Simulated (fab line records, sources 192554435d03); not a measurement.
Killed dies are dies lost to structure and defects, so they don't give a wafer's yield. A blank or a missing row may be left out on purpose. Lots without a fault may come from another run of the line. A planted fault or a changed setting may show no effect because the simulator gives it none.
A struck lot beside a sound one | flow n5_finfet | 44 steps out of a route of 1938
Sound: wafers L528.1, L528.2, L528.6. Struck: wafers L547.1, L547.3, L547.6. The cause comes at the end.
At each step with rows: each side's tool, then ch and its chambers, then its first start. Under that, the readings that differ: sound wafers | struck wafers | difference of the means | sigmas: that difference in standard deviations of wafers without a fault.
alike: readings whose means differ by less than 2 such deviations, and words and numbers that are the same on both sides. not compared: withheld readings, readings that some wafer has no value for, bounds like >300 that may hide the same value, and numbers for which the record gives no deviation and whose values overlap.
The two part at a step that has a row with sigmas, a row that says differs or no value, or rows on one side only. Numbers that don't overlap but have no deviation are shown without sigmas and don't part them. A reading that every wafer of one side lacks parts them only if that side has two wafers or more.

first, 7 steps without rows for these wafers: N5_WELL_APT_COAT_02 (resist thk 950 nm); N5_WELL_APT_EBR_04; N5_WELL_APT_SOFTBAKE_03 (time 60 s); N5_WELL_APT_EXPOSE_05 (exposes mask NWELL, defocus 0 nm, target cd 200 nm); N5_WELL_APT_PEB_06 (peb time 90 s); N5_WELL_APT_DEVELOP_07 (develop time 45 s); N5_WELL_APT_HARDBAKE_12 (time 120 s).
N5_WELL_APT_CD_MEAS_08: target cd 200 nm.
  sound on cd_sem-03 ch 0, day 1 19:41; struck on cd_sem-02 ch 0, day 6 13:56
  alike: cd_nm
N5_WELL_APT_OVL_MEAS_09:
  sound on overlay-01 ch 0, day 1 19:43; struck on overlay-02 ch 0, day 6 13:58
  alike: NWELL_OVL
N5_WELL_APT_INSPECT_10: inspects for defects (macro).
  sound on defect_inspect-01, day 1 19:44; struck on defect_inspect-02, day 6 13:59
  alike: raw_defect_count
N5_WELL_APT_DESCUM_13: chemistry O2, time 7.9 s.
  sound on rie_diel-05 ch 0,2, day 1 19:47; struck on rie_diel-01 ch 0,2, day 6 14:01
  alike: drypump_motor_current_A, oes_product_au, rf_vpp_V, showerhead_plenum_p_Torr, throttle_valve_pct
  not compared: rf_hours_counter_h
then, 1 step without rows for these wafers: N5_WELL_APT_IMPLANT_14.
N5_WELL_APT_IMPLANT_15:
  sound on implanter-01 ch 0, day 1 20:03; struck on implanter-02 ch 0, day 6 14:18
  reading            | sound                            | struck                           | difference  | sigmas
  dose_ions_cm2      | 1.5007e+13 1.4996e+13 1.5004e+13 | 2.0208e+13 2.0215e+13 2.0221e+13 | +5.2123e+12 | +99 or more
  faraday_current_uA | 188 194 186                      | 250 254 264                      | +67         | +17
  alike: rotation_deg, tilt_deg
then, 9 steps without rows for these wafers: N5_WELL_APT_STRIP_16 (strips in SPM, time 900 s); N5_WELL_APT_HMDS_18 (time 60 s); N5_WELL_APT_COAT_19 (resist thk 950 nm); N5_WELL_APT_EBR_21; N5_WELL_APT_SOFTBAKE_20 (time 60 s); N5_WELL_APT_EXPOSE_22 (exposes mask PWELL, defocus 0 nm, target cd 200 nm); N5_WELL_APT_PEB_23 (peb time 90 s); N5_WELL_APT_DEVELOP_24 (develop time 45 s); N5_WELL_APT_HARDBAKE_29 (time 120 s).
N5_WELL_APT_CD_MEAS_25: target cd 200 nm.
  sound on cd_sem-02 ch 0, day 1 20:49; struck on cd_sem-03 ch 0, day 6 15:12
  alike: cd_nm
N5_WELL_APT_OVL_MEAS_26:
  sound on overlay-02 ch 0, day 1 20:50; struck on overlay-01 ch 0, day 6 15:14
  alike: PWELL_OVL
N5_WELL_APT_INSPECT_27: inspects for defects (macro).
  sound on defect_inspect-02, day 1 20:52; struck on defect_inspect-01, day 6 15:15
  alike: raw_defect_count
N5_WELL_APT_DESCUM_30: chemistry O2, time 7.9 s.
  sound on rie_diel-02 ch 0,1,3, day 1 20:54; struck on rie_diel-01 ch 0,2,3, day 6 15:22
  alike: drypump_motor_current_A, oes_product_au, rf_vpp_V, showerhead_plenum_p_Torr, throttle_valve_pct
  not compared: rf_hours_counter_h
then, 3 steps without rows for these wafers: N5_WELL_APT_IMPLANT_31; N5_WELL_APT_IMPLANT_32; N5_WELL_APT_STRIP_33 (strips in SPM, time 900 s).
N5_WELL_APT_RTA_34: time 10 s.
  sound on rtp_anneal-02 ch 0, day 1 21:41; struck on rtp_anneal-02 ch 0, day 6 16:09
  alike: lamp_power_pct, lamp_zone_4_pct, wafer_temp_C_max
then, 4 steps without rows for these wafers: N5_WELL_APT_OXIDE_STRIP_42 (strips SiO2 in dHF, time 45 s, target depth 12 nm); N5_WELL_APT_PRECLEAN_36 (cleans in O3/DIW, time 45 s); N5_WELL_APT_PRECLEAN_39 (cleans in dHF, time 60 s); N5_WELL_APT_SRD_37 (time 30 s).
N5_WELL_APT_EPI_41: deposits Si from SiH4/H2, target thk 50 nm, time 297.7 s.
  sound on epi_rpcvd-03 ch 0, day 1 21:55; struck on epi_rpcvd-03 ch 0, day 6 16:24
  alike: chamber_pressure_Torr, lamp_inner_pct, throttle_valve_pct
N5_WELL_APT_INSPECT_38: inspects for defects (darkfield).
  sound on defect_inspect-02, day 1 22:46; struck on defect_inspect-01, day 6 17:02
  alike: raw_defect_count
N5_PMOS_HMC_CHANNEL_EPI_HM_DEP_34: deposits SiO2 from TEOS/O2, target thk 36 nm, time 6.9 s.
  sound on pecvd-04 ch 0,1,2, day 1 22:48; struck on pecvd-01 ch 0,1, day 6 17:04
  alike: chamber_pressure_Torr, heater_power_w, showerhead_plenum_p_Torr, throttle_valve_pct
then, 5 steps without rows for these wafers: N5_PMOS_HMC_CHANNEL_EPI_COAT_31 (time 60 s, resist thk 66 nm); N5_PMOS_HMC_CHANNEL_EPI_COAT_03 (resist thk 205 nm); N5_PMOS_HMC_CHANNEL_EPI_EBR_05; N5_PMOS_HMC_CHANNEL_EPI_SOFTBAKE_04 (time 60 s); N5_PMOS_HMC_CHANNEL_EPI_EXPOSE_06 (exposes mask PMOS HMC BLK, target cd 240 nm).
-- the record jumps here: 7 days lie between the struck wafers' starts before and after (it left off in module PMOS_HMC_CHANNEL_EPI and takes up again in module BEOL_M4, whose first step shown is number 1111 of the route) --
N5_BEOL_M4_RC_MEAS_101:
  sound on prober-02 ch 0, day 8 00:39; struck on prober-02 ch 0, day 13 10:50
  reading       | sound          | struck    | difference | sigmas
  CJ_P          | 5.91 5.91 5.86 | 6.78 6.68 | +0.84      | +5
  ION_P (uA/um) | 454 451 447    | 470 471   | +20        | +3
  VT_P (mV)     | -255 -254 -257 | -244 -248 | +9         | +3
  alike: DIBL_N, DIBL_P, IOFF_N, IOFF_P, ION_N, SS_N, SS_P, VT_N
-- the record jumps here: 4 days lie between the struck wafers' starts before and after (it left off in module BEOL_M4 and takes up again in module PASSIVATION, whose first step shown is number 1936 of the route) --
N5_PASSIVATION_PROBE_49:
  sound on prober-01, day 12 20:55; struck on prober-02, day 17 15:35
  reading                  | sound          | struck    | difference | sigmas
  defect_limited_yield (%) | 92.6 94.1 91.4 | 89.7 89.0 | -3.4       | -2
  killed_at_front_end      | 43 24 46       | 72 65     | +31        | +3
  killed_dies              | 87 70 101      | 121 130   | +40        | +2
  killed_short             | 29 17 33       | 49 44     | +20        | +3
  sort_bin_5_function (%)  | 3.9 4.0 5.1    | 6.6 6.4   | +2.2       | +2
  sort_n_pass              | 1093 1110 1079 | 1059 1050 | -40        | -2
  sort_yield_pct (%)       | 92.6 94.1 91.4 | 89.7 89.0 | -3.4       | -2
  alike: killed_at_M0_to_M3, killed_at_M4_up, killed_at_contacts, killed_at_other, killed_on_rim, killed_open, sort_bin_6_memory

WHERE THEY PART
First at N5_WELL_APT_IMPLANT_15; last, within this record, at N5_PASSIVATION_PROBE_49.

WHY: what the simulator had put in
Process parameter drift: implanter-02, from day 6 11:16 on, at N5_WELL_APT_IMPLANT_15. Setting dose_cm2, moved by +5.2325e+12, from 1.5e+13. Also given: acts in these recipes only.
